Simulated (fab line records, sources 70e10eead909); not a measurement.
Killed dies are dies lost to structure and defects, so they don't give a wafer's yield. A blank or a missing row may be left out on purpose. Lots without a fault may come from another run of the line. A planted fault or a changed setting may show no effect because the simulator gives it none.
Which tool did it? | flow nand_harc | 6 lots, 18 wafers sampled, at 3 steps of a route of 1302

WHAT THE GAUGES READ, wafer by wafer
NHARC_A_ONON_D2_INSPECT_32.
lot  | measured     | on                | raw_defect_count
L302 | day 14 02:40 | defect_inspect-01 | 333 504 369
L306 | day 15 15:26 | defect_inspect-02 | 820 544 877
L317 | day 19 22:19 | defect_inspect-02 | 273 588 311
L319 | day 21 01:22 | defect_inspect-02 | 220 486 502
L320 | day 21 18:40 | defect_inspect-01 | 203 370 449
L323 | day 22 16:13 | defect_inspect-01 | 500 371 355

WHICH TOOL RAN EACH LOT (tool, then ch and the chambers of the sampled wafers, then the start)
lot  | NHARC_A_CHANNEL_FILL_D1_ALD_14   | NHARC_A_ONON_D2_DEP_33
L302 | ald_hk-01 ch 0,2, day 10 06:38   | pecvd-04 ch 0,1, day 14 02:11
L306 | ald_hk-02 ch 0,1,3, day 11 15:40 | pecvd-03 ch 0,1,2, day 15 14:58
L317 | ald_hk-01 ch 0,1, day 16 07:43   | pecvd-01 ch 0,2, day 19 21:52
L319 | ald_hk-03 ch 0,2,3, day 16 19:49 | pecvd-03 ch 1,2, day 21 00:58
L320 | ald_hk-02 ch 0,1,2, day 17 23:07 | pecvd-04 ch 0,2, day 21 18:13
L323 | ald_hk-03 ch 0,1,3, day 19 01:06 | pecvd-01 ch 0,1,2, day 22 15:50
- NHARC_A_CHANNEL_FILL_D1_ALD_14: deposits SiO2, target thk 2.5 nm, pulse time 10 s, ald cycles 25.
- NHARC_A_ONON_D2_DEP_33: deposits SiO2, target thk 200 nm.

THE ANSWER, worked out from the rows above alone
Rule: what is usual is taken from the lots themselves. Put in order of their means at a reading, lots are off if they are a third of the lots or fewer, leave a main group of 4 or more, and stand apart from it by a gap of 3 or more times the standard deviation of the main group's means; of several such gaps the widest counts. A main group whose means are all the same, to the digits that the tables above print for the reading, isn't used. A lot without any number at a reading at which 4 lots or more have one is off too. The other lots that the step has rows for count as sound.
Off: L306, at NHARC_A_ONON_D2_INSPECT_32 (raw_defect_count). The main group: mean 389, standard deviation 25.
A tool fits if, at a process step before that reading, it ran every lot that is off, and no sound lot after the first of them. The gauges at NHARC_A_ONON_D2_INSPECT_32 are tried like those tools. None of those tried fits.

WHAT THE SIMULATOR HAD PUT IN
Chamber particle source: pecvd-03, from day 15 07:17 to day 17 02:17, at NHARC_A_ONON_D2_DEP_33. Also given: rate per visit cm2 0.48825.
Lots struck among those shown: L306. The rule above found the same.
